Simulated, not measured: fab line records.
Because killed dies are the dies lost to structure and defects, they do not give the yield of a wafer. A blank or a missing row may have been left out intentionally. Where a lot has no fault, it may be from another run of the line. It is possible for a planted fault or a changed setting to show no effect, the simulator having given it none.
Comparing a struck lot with a sound one	flow n5_finfet	19 out of 1938 route steps
Sound: the wafers L559.1, L559.2, L559.5. Struck: wafer L568.1 (L568.3, L568.5, from the same lot, were not struck and are left out); the cause is given at the end.
For every step that has rows: the tool of each side, followed by ch and its chambers, followed by its first start. Under that, the readings that differ: sound wafers	struck wafers	difference of the means	sigmas: that difference in standard deviations of wafers without a fault.
alike: same words and numbers on both sides, and readings whose means sit less than 2 such deviations apart. not compared: any withheld reading, any reading some wafer has no value for, any bound like >300 that may hide the same value, and any number with overlapping values for which the record gives no deviation.
A row with sigmas, a row that says differs or no value, or rows on one side alone: a step with any of these is where the two part. Numbers that have no deviation but don't overlap get no sigmas and don't part them. Lack of a reading on every wafer of one side parts them only where that side has two or more wafers.

first, 5 steps without rows for these wafers: N5_BEOL_M4_ANNEAL_87 (time 240 s); N5_BEOL_M4_SPUTTER_88 (material Cu, target thk 4.5 nm, time 8.29 s); N5_BEOL_M4_ANNEAL_89 (time 240 s); N5_BEOL_M4_SPUTTER_90 (material Cu, target thk 4.5 nm, time 8.29 s); N5_BEOL_M4_ANNEAL_91 (time 240 s).
N5_BEOL_M4_SPUTTER_92: material Cu, target thk 4.5 nm, time 8.29 s.
  sound on pvd_sputter-03, day 8 04:20; struck on pvd_sputter-01, day 13 05:54
  alike: throttle_valve_pct
then, 1 step without rows for these wafers: N5_BEOL_M4_ANNEAL_93 (time 240 s).
N5_BEOL_M4_SPUTTER_94: material Cu, target thk 4.5 nm, time 8.29 s.
  sound on pvd_sputter-03, day 8 04:34; struck on pvd_sputter-01, day 13 06:07
  alike: throttle_valve_pct
then, 3 steps without rows for these wafers: N5_BEOL_M4_ANNEAL_95 (time 240 s); N5_BEOL_M4_SPUTTER_96 (material Cu, target thk 4.5 nm, time 8.29 s); N5_BEOL_M4_ECD_50 (material Cu, target thk 300 nm).
N5_BEOL_M4_ANNEAL_51: time 90 s.
  sound on rtp_anneal-02 ch 0, day 8 04:59; struck on rtp_anneal-01 ch 0, day 13 06:32
  alike: wafer_temp_C_max
N5_BEOL_M4_CMP_52: polishes, stops on SiOC, t overpolish 6.8 s, target thk 40 nm.
  sound on cmp-04 ch 0,2, day 8 05:16; struck on cmp-04 ch 2, day 13 06:50
reading	sound	struck	difference	sigmas
overpolish_run_s (s)	6.823 6.815 6.808	6.788	-0.027	-3
  alike: barrier_field_endpoint_s, motor_current_A, slurry_filter_dp_kPa, time_to_endpoint_s
N5_BEOL_M4_PRE_CLEAN_60: time 15 s.
  sound on cvd_co-01 ch 0,1, day 8 05:36; struck on cvd_co-01 ch 0, day 13 07:11
  alike: heater_power_w
then, 2 steps without rows for these wafers: N5_BEOL_M4_CO_CAP_55 (material Co, precursor CCTBA/H2, target thk 2 nm, time 102.1 s); N5_BEOL_M4_PRE_CLEAN_56 (time 15 s).
N5_BEOL_M4_DEP_57: deposits SiCN from 3MS/NH3, target thk 8 nm, time 14 s.
  sound on pecvd-04 ch 0,1,2, day 8 05:46; struck on pecvd-01 ch 2, day 13 07:20
reading	sound	struck	difference	sigmas
showerhead_plenum_p_Torr (Torr)	3.679 3.673 3.658	3.637	-0.033	-2
  alike: throttle_valve_pct
N5_BEOL_M4_INSPECT_59: inspects for defects (darkfield).
  sound on defect_inspect-02, day 8 05:51; struck on defect_inspect-01, day 13 07:26
reading	sound	struck	difference	sigmas
raw_defect_count	68 74 59	284	+217	+11
-- record jumps: 4 days separate the struck wafers' starts on either side; left off in module BEOL_M4, taken up again in module PASSIVATION, whose first shown step is the route's number 1936 --
N5_PASSIVATION_PROBE_49:
  rows exist in the record for the struck wafers here (prober-01, day 17 18:24), but not for the sound ones

== WHERE THEY PART ==
Last at N5_PASSIVATION_PROBE_49 as far as this record goes, first at N5_BEOL_M4_CMP_52.

WHY: what the simulator had put in
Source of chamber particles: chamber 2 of cmp-04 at N5_BEOL_M4_CMP_52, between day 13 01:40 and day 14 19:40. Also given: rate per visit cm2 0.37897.
